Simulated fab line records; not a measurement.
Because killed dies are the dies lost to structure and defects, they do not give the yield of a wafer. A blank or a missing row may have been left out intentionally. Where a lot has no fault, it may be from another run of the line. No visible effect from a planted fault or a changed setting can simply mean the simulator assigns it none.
Chamber matching + flow n5_finfet + N5_DUMMY_GATE_CMP_04 on cmp-03 has 4 sister chambers
The step polishes a-Si. 14 wafers are shown with their chamber, then 6 later ones without.

== WAFERS, EACH WITH ITS CHAMBER ==
| wafer  | chamber | motor_current_A (A) | time_to_endpoint_s (s) | slurry_filter_dp_kPa (kPa) |
|--------|---------|---------------------|------------------------|----------------------------|
| L074.2 | 2       | 10.0                | 14.8                   | 13.42                      |
| L074.3 | 1       | 11.7                | 11.6                   | 13.66                      |
| L074.4 | 3       | 8.9                 | 18.2                   | 13.28                      |
| L078.2 | 1       | 11.6                | 12.8                   | 13.75                      |
| L085.2 | 2       | 10.4                | 15.2                   | 13.35                      |
| L085.4 | 0       | 8.4                 | 15.3                   | 13.55                      |
| L088.2 | 0       | 8.3                 | 13.9                   | 13.73                      |
| L088.3 | 1       | 12.3                | 10.7                   | 13.58                      |
| L089.1 | 0       | 8.6                 | 12.8                   | 13.38                      |
| L089.2 | 1       | 12.6                | 11.5                   | 13.47                      |
| L089.3 | 3       | 8.4                 | 14.9                   | 13.41                      |
| L090.1 | 0       | 8.5                 | 11.9                   | 13.47                      |
| L090.2 | 3       | 8.7                 | 15.0                   | 13.57                      |
| L090.3 | 2       | 10.8                | 11.2                   | 13.43                      |

SIGNATURES (means of the wafers above)
| reading              | chamber 0 | chamber 1 | chamber 2 | chamber 3 | scatter within a chamber |
|----------------------|-----------|-----------|-----------|-----------|--------------------------|
| motor_current_A      | 8.450     | 12.050    | 10.400    | 8.667     | 0.344                    |
| time_to_endpoint_s   | 13.475    | 11.650    | 13.733    | 16.033    | 1.6                      |
| slurry_filter_dp_kPa | 13.5325   | 13.6150   | 13.4000   | 13.4200   | 0.124                    |
Rule: a wafer's distance from a chamber is the root of the sum, over the readings, of the square of ((its reading less the chamber's mean) divided by the reading's scatter). If the next closest chamber is less than 2 further off than the closest, the wafer can't be placed; otherwise it belongs to the closest. The scatter: the root of (the sum of the squares of (reading less its chamber's mean) over the shown wafers, divided by (wafers less chambers)).

== WAFERS WITHOUT THEIR CHAMBER ==
| wafer  | motor_current_A (A) | time_to_endpoint_s (s) | slurry_filter_dp_kPa (kPa) |
|--------|---------------------|------------------------|----------------------------|
| L092.4 | 10.3                | 15.6                   | 13.29                      |
| L093.1 | 8.4                 | 11.8                   | 13.58                      |
| L094.3 | 8.8                 | 17.4                   | 13.76                      |
| L094.4 | 10.7                | 13.7                   | 13.55                      |
| L095.2 | 8.7                 | 17.5                   | 13.54                      |
| L095.3 | 11.5                | 8.8                    | 13.37                      |

== WHICH CHAMBER EACH WENT THROUGH ==
| wafer  | from the rows above     | in truth |
|--------|-------------------------|----------|
| L092.4 | 2                       | 2        |
| L093.1 | can't be placed: 0 or 3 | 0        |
| L094.3 | can't be placed: 3 or 0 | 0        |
| L094.4 | 2                       | 2        |
| L095.2 | can't be placed: 3 or 0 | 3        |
| L095.3 | can't be placed: 1 or 2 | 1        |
Placed correctly: 2 of 6. Cannot be placed on the basis of these rows: 4; the candidates contain the true chamber in 4. Number placed wrongly: 0.
